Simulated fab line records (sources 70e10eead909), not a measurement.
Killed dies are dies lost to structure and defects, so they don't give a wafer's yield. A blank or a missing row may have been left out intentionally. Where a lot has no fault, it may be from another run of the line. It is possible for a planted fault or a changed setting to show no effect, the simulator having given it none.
The tool behind it: which one?    flow nand harc    24 lots with 72 wafers sampled at 3 steps, on a route of 1159 steps

## WHAT THE GAUGES SHOWED, per wafer
NHARC_P_M2_CD_MEAS_16.
lot   measured      on         cd nm (nm)
L074  day 5 18:50   cd sem-01  169.5 168.2 170.9
L075  day 6 14:19   cd sem-02  171.1 171.6 172.4
L078  day 7 04:07   cd sem-03  171.6 170.0 171.0
L076  day 7 04:44   cd sem-01  171.3 170.4 169.0
L077  day 7 04:49   cd sem-03  169.3 170.2 170.7
L080  day 7 13:25   cd sem-03  168.5 170.2 170.3
L079  day 7 14:34   cd sem-01  170.2 171.2 171.3
L082  day 7 23:31   cd sem-01  168.7 170.0 169.1
L081  day 8 02:41   cd sem-03  170.7 169.0 168.6
L085  day 8 17:32   cd sem-01  170.3 170.6 169.1
L083  day 8 18:10   cd sem-03  169.8 169.7 169.2
L084  day 8 20:05   cd sem-01  168.6 171.3 170.6
L087  day 9 05:31   cd sem-03  169.8 167.2 170.0
L086  day 9 06:37   cd sem-02  169.8 168.1 168.6
L089  day 9 16:58   cd sem-02  171.8 172.2 171.5
L088  day 9 17:43   cd sem-01  171.1 169.9 171.2
L090  day 10 12:44  cd sem-02  169.9 167.5 170.2
L091  day 10 13:01  cd sem-02  168.4 168.0 168.2
L092  day 10 18:59  cd sem-02  167.6 167.7 169.1
L093  day 10 23:29  cd sem-02  170.8 172.4 170.5
L094  day 11 05:18  cd sem-03  169.8 168.3 172.0
L096  day 11 17:54  cd sem-03  169.7 168.0 170.0
L095  day 11 19:25  cd sem-01  170.7 171.9 171.3
L097  day 11 19:34  cd sem-02  168.7 169.6 169.8

## TOOL THAT RAN EACH LOT (tool first, then ch and the chambers of the sampled wafers, then the start)
lot   NHARC_P_M1_PRE_CLEAN_30                  NHARC_P_M1_PVD_21
L074  pvd sputter-03, day 5 18:50 or earlier   pvd sputter-03, day 5 18:50 or earlier
L075  pvd sputter-02, day 6 14:19 or earlier   pvd sputter-02, day 6 14:19 or earlier
L078  pvd sputter-03, day 7 04:07 or earlier   pvd sputter-03, day 7 04:07 or earlier
L076  pvd sputter-02, day 7 04:44 or earlier   pvd sputter-02, day 7 04:44 or earlier
L077  pvd sputter-03, day 7 04:49 or earlier   pvd sputter-03, day 7 04:49 or earlier
L080  pvd sputter-01, day 7 13:25 or earlier   pvd sputter-01, day 7 13:25 or earlier
L079  pvd sputter-01, day 7 14:34 or earlier   pvd sputter-01, day 7 14:34 or earlier
L082  pvd sputter-03, day 7 23:31 or earlier   pvd sputter-03, day 7 23:31 or earlier
L081  pvd sputter-02, day 8 02:41 or earlier   pvd sputter-02, day 8 02:41 or earlier
L085  pvd sputter-03, day 8 17:32 or earlier   pvd sputter-03, day 8 17:32 or earlier
L083  pvd sputter-03, day 8 18:10 or earlier   pvd sputter-03, day 8 18:10 or earlier
L084  pvd sputter-03, day 8 20:05 or earlier   pvd sputter-03, day 8 20:05 or earlier
L087  pvd sputter-02, day 9 05:31 or earlier   pvd sputter-02, day 9 05:31 or earlier
L086  pvd sputter-02, day 9 06:37 or earlier   pvd sputter-02, day 9 06:37 or earlier
L089  pvd sputter-02, day 9 16:58 or earlier   pvd sputter-02, day 9 16:58 or earlier
L088  pvd sputter-03, day 9 17:43 or earlier   pvd sputter-03, day 9 17:43 or earlier
L090  pvd sputter-02, day 10 12:44 or earlier  pvd sputter-02, day 10 12:44 or earlier
L091  pvd sputter-03, day 10 13:01 or earlier  pvd sputter-03, day 10 13:01 or earlier
L092  pvd sputter-01, day 10 18:59 or earlier  pvd sputter-01, day 10 18:59 or earlier
L093  pvd sputter-01, day 10 23:29 or earlier  pvd sputter-01, day 10 23:29 or earlier
L094  pvd sputter-01, day 11 05:18 or earlier  pvd sputter-01, day 11 05:18 or earlier
L096  pvd sputter-02, day 11 17:54 or earlier  pvd sputter-02, day 11 17:54 or earlier
L095  pvd sputter-02, day 11 19:25 or earlier  pvd sputter-02, day 11 19:25 or earlier
L097  pvd sputter-03, day 11 19:34 or earlier  pvd sputter-03, day 11 19:34 or earlier
- NHARC_P_M1_PRE_CLEAN_30: time 30 s.
- NHARC_P_M1_PVD_21: deposits Cu, target thk 30 nm, time 20.49 s.

## AS READ BY THE TOOLS THEMSELVES (means over the sampled wafers that have a number; for cases with no such wafer, the mark the record gives instead)
NHARC_P_M1_PRE_CLEAN_30.
lot   tool            heater power w (W)
L074  pvd sputter-03  424
L075  pvd sputter-02  415
L078  pvd sputter-03  435
L076  pvd sputter-02  410
L077  pvd sputter-03  439
L080  pvd sputter-01  471
L079  pvd sputter-01  425
L082  pvd sputter-03  439
L081  pvd sputter-02  416
L085  pvd sputter-03  401
L083  pvd sputter-03  416
L084  pvd sputter-03  442
L087  pvd sputter-02  415
L086  pvd sputter-02  389
L089  pvd sputter-02  427
L088  pvd sputter-03  432
L090  pvd sputter-02  389
L091  pvd sputter-03  449
L092  pvd sputter-01  405
L093  pvd sputter-01  407
L094  pvd sputter-01  449
L096  pvd sputter-02  432
L095  pvd sputter-02  405
L097  pvd sputter-03  433

NHARC_P_M1_PVD_21.
lot   tool            throttle valve pct (%)
L074  pvd sputter-03  30.2
L075  pvd sputter-02  29.9
L078  pvd sputter-03  29.9
L076  pvd sputter-02  29.9
L077  pvd sputter-03  29.6
L080  pvd sputter-01  30.7
L079  pvd sputter-01  30.3
L082  pvd sputter-03  30.4
L081  pvd sputter-02  30.0
L085  pvd sputter-03  29.9
L083  pvd sputter-03  29.4
L084  pvd sputter-03  29.8
L087  pvd sputter-02  29.8
L086  pvd sputter-02  29.7
L089  pvd sputter-02  29.7
L088  pvd sputter-03  29.9
L090  pvd sputter-02  29.6
L091  pvd sputter-03  30.0
L092  pvd sputter-01  31.6
L093  pvd sputter-01  29.7
L094  pvd sputter-01  29.7
L096  pvd sputter-02  30.3
L095  pvd sputter-02  29.7
L097  pvd sputter-03  30.3

## THE ANSWER, worked out from the rows above alone
Rule: usual is defined by the lots themselves. The widest of any qualifying gaps counts: lots, ordered by their means at a reading, are off when they make up no more than a third of the lots, leave a main group of 4 or more, and stand apart from it by 3 or more times the standard deviation of that group's means. A main group is skipped when, at the precision printed for the reading in the tables above, its means are all equal. A lot without any number at a reading at which 4 lots or more have one is off too. Any other lot the step has rows for is counted as sound. After the gauges, taken in route order, come the tools' own readings; for these a lot's mean is taken, as printed above. At the first step where some lot is off, the reading lying furthest off is the one used; lots without a number count as furthest.
Across all readings shown, no lot is off: no conclusion can be drawn from this.

## WHAT THE SIMULATOR HAD PUT IN
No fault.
